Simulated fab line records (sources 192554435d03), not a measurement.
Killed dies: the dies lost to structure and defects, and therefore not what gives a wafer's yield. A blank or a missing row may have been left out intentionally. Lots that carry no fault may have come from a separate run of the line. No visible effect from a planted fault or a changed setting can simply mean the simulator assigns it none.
One fault through the eyes of 3 desks | flow n5-finfet | only its own numbers are on each desk; what lay behind them is given at the end

DESK OF THE TOOL OWNER: krf-scanner-01
The tool's own readings at N5_BEOL_M13_EXPOSE_07 (exposes mask V12): means of the sampled wafers that have a number, for each lot that ran on this tool. The brackets show how far a lot's mean lies from the usual mean; more than 4 standard deviations puts the lot out of limits, marked OUT.
Columns: A = exposure-dose-mJ-cm2 at N5_BEOL_M13_EXPOSE_07, usual 24.777; B = focus-offset-nm at N5_BEOL_M13_EXPOSE_07, usual 0.0 nm
lot  | first seen here | A                        | B
L212 | day 10 17:04    | 24.787                   | 0.3
L215 | day 11 08:45    | 24.767                   | -0.1
L225 | day 14 18:02    | 21.378 (-99 or more) OUT | -0.7
L229 | day 15 17:28    | 22.060 (-99 or more) OUT | -0.2
This desk's finding: out of limits on L225, L229; first on L225, day 14 18:02 (exposure-dose-mJ-cm2 at N5_BEOL_M13_EXPOSE_07). L212, L215 stayed within limits.

AT THE METROLOGY DESK
What the gauges read for every lot (on any tool): the sampled wafers with a number, averaged. The brackets show how far a lot's mean lies from the usual mean; more than 4 standard deviations puts the lot out of limits, marked OUT.
Columns: A = M12_THK at N5_BEOL_M12_THK_MEAS_50, usual 322 nm; B = M12_RS at N5_BEOL_M12_RS_MEAS_54, usual 0.0601 ohm/sq; C = M13_ILD_THK at N5_BEOL_M13_THK_MEAS_01, usual 833 nm; D = cd-nm at N5_BEOL_M13_CD_MEAS_10, usual 189.4 nm; E = V12_OVL at N5_BEOL_M13_OVL_MEAS_11, usual 2 nm
lot  | first seen here | A   | B      | C   | D                | E
L212 | day 10 16:35    | 322 | 0.0606 | 847 | 189.0            | 2
L215 | day 11 08:17    | 330 | 0.0593 | 823 | 190.9            | 9
L225 | day 14 17:34    | 317 | 0.0609 | 837 | 175.9 (-8.0) OUT | 1
L229 | day 15 16:52    | 319 | 0.0611 | 831 | 178.9 (-6.2) OUT | -9
L231 | day 16 07:01    | 327 | 0.0592 | 835 | 190.1            | 10
L235 | day 17 20:01    | 318 | 0.0605 | 822 | 188.7            | 3
This desk's finding: out of limits on L225, L229; first on L225, day 14 18:13 (cd-nm at N5_BEOL_M13_CD_MEAS_10). L212, L215, L231, L235 stayed within limits.

THE DEFECT DESK
What the inspections along the route counted, lot by lot: means of the sampled wafers that have a number. The brackets show how far a lot's mean lies from the usual mean; more than 4 standard deviations puts the lot out of limits, marked OUT.
Columns: A = raw-defect-count at N5_BEOL_M12_INSPECT_55, usual 71
lot  | first seen here | A
L212 | day 10 16:44    | 51
L215 | day 11 08:26    | 169
L225 | day 14 17:43    | 76
L229 | day 15 17:01    | 47
L231 | day 16 07:10    | 76
L235 | day 17 20:10    | 62
Finding of this desk: none of the 6 lots has anything out of limits.

PUT TOGETHER
The tool owner's desk had the chance to raise an alarm at day 14 18:02 on L225, L229.
The metrology desk could have raised an alarm at day 14 18:13, on L225, L229.
No out-of-limits result turned up at the defect desk.
The defect desk has L225, L229 on record, within its limits.
N5_BEOL_M13_EXPOSE_07 was run on krf-scanner-01 by each of the lots named.

WHAT THE SIMULATOR HAD PUT IN
Drift in process parameters on krf-scanner-01 at N5_BEOL_M13_EXPOSE_07, starting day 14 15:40. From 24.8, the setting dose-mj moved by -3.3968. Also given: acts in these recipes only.
Struck lots among those shown: L225, L229.
Fault start to first reading out of limits, in hours, per desk: tool owner, 2; metrology, 3.
